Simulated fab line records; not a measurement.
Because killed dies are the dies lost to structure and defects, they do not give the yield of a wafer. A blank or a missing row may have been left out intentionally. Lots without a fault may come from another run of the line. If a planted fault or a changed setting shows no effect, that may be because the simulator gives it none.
Matching of chambers | flow n5 finfet | 4 sister chambers for N5_HKMG_FIN_ETCH_86 on rie diel-01
The step etches SOC in N2/H2, stops on TiN, target depth 393.2 nm. 4 wafers are shown with their chamber, then 7 later ones without.

## WAFERS PAIRED WITH THEIR CHAMBERS
wafer  | chamber | drypump motor current A (A)
L089.1 | 1       | 6.7
L089.5 | 3       | 6.1
L093.1 | 2       | 5.1
L093.4 | 0       | 6.0

## WAFERS WHOSE CHAMBER IS MISSING
wafer  | drypump motor current A (A)
L093.5 | 5.1
L095.2 | 6.7
L095.3 | 5.1
L095.4 | 6.1
L097.1 | 5.2
L097.5 | 6.1
L097.6 | 6.0

## WHICH CHAMBER EACH ONE RAN IN
wafer  | from the rows above | in truth
L093.5 | 2                   | 2
L095.2 | 1                   | 1
L095.3 | 2                   | 2
L095.4 | 3                   | 3
L097.1 | 2                   | 2
L097.5 | 3                   | 3
L097.6 | 0                   | 0
Correctly placed: 7 of 7. Left unplaced by these rows: 0. Wrongly placed: 0.
How it was worked out, from the rows above alone: a wafer's distance from a chamber is the root of the sum, over the readings, of the square of ((its reading less the chamber's mean) divided by the reading's scatter). The wafer belongs to the nearest chamber; if the next one is less than 2 further off, it can't be placed. For every chamber, the mean is computed from those of its wafers that are shown. The scatter (one wafer shown for each chamber): square how far every hidden wafer sits from the nearest shown wafer, average those squares and take the square root.
